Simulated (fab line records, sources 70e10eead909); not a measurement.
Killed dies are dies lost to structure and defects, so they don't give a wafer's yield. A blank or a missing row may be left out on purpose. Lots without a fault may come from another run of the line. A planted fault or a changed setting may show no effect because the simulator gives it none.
A struck lot beside a sound one | flow nand_harc | 15 steps out of a route of 1159
Sound: wafers L292.1, L292.2, L292.6. Struck: wafers L305.1, L305.3, L305.6. The cause comes at the end.
At each step with rows: each side's tool, then ch and its chambers, then its first start. Under that, the readings that differ: sound wafers | struck wafers | difference of the means | sigmas: that difference in standard deviations of wafers without a fault.
alike: readings whose means differ by less than 2 such deviations, and words and numbers that are the same on both sides. not compared: withheld readings, readings that some wafer has no value for, bounds like >300 that may hide the same value, and numbers for which the record gives no deviation and whose values overlap.
The two part at a step that has a row with sigmas, a row that says differs or no value, or rows on one side only. Numbers that don't overlap but have no deviation are shown without sigmas and don't part them. A reading that every wafer of one side lacks parts them only if that side has two wafers or more.

NHARC_P_GATE_ETCHBACK_37: etches the open film in CHF3/O2, target depth 34.5 nm, time 17.2 s.
  sound on rie_diel-12 ch 1,3; struck on rie_diel-11 ch 0,1,2
  alike: drypump_motor_current_A, oes_product_au, rf_vpp_V, showerhead_plenum_p_Torr, throttle_valve_pct
  not compared: rf_hours_counter_h
NHARC_P_GATE_STRIP_101: strips in O2, time 20 s.
  sound on rie_diel-12 ch 0,3, day 5 19:55; struck on rie_diel-11 ch 0,1,3, day 8 19:57
  reading                         | sound          | struck         | difference | sigmas
  showerhead_plenum_p_Torr (Torr) | 3.30 3.29 3.29 | 3.75 3.72 3.59 | +0.39      | +2
  alike: drypump_motor_current_A, oes_product_au, rf_vpp_V, throttle_valve_pct
  not compared: rf_hours_counter_h
then, 10 steps without rows for these wafers: NHARC_P_GATE_PRECLEAN_97 (cleans in SPM, time 600 s); NHARC_P_GATE_SRD_98; NHARC_P_GATE_PRECLEAN_99 (cleans in SC1); NHARC_P_GATE_SRD_100; NHARC_P_GATE_DEHYDRATE_38 (time 120 s); NHARC_P_GATE_HMDS_39 (time 30 s); NHARC_P_GATE_COAT_40; NHARC_P_GATE_SOFTBAKE_41 (time 95 s); NHARC_P_GATE_EBR_42; NHARC_P_GATE_EXPOSE_43 (exposes mask P NSD, target cd 720 nm).
NHARC_P_GATE_PEB_44: peb time 85 s.
  sound on litho_track-02 ch 0, day 5 20:45; struck on litho_track-02 ch 0, day 8 20:53
  reading                  | sound                | struck               | difference | sigmas
  heater_power_total_W (W) | 164.16 163.69 164.04 | 166.37 166.65 166.69 | +2.61      | +9
  plate_temp_C (C)         | 117.90 117.95 117.90 | 119.23 119.49 119.58 | +1.52      | +12
  alike: chill_plate_temp_C
then, 1 step without rows for these wafers: NHARC_P_GATE_DEVELOP_45 (time 70 s).
-- the record jumps here: 15 days lie between the struck wafers' starts before and after (it left off in module P_GATE and takes up again in module END, whose first step shown is number 1159 of the route) --
NHARC_END_SORT_01:
  sound on prober-02 ch 0, day 19 17:53; struck on prober-01 ch 0, day 24 01:46
  alike: killed_at_array, killed_at_other, killed_at_periphery, killed_dies, killed_open, killed_short

WHERE THEY PART
First at NHARC_P_GATE_STRIP_101; last, within this record, at NHARC_P_GATE_PEB_44. Later steps at which nothing parts them and some readings are alike: NHARC_END_SORT_01.

WHY: what the simulator had put in
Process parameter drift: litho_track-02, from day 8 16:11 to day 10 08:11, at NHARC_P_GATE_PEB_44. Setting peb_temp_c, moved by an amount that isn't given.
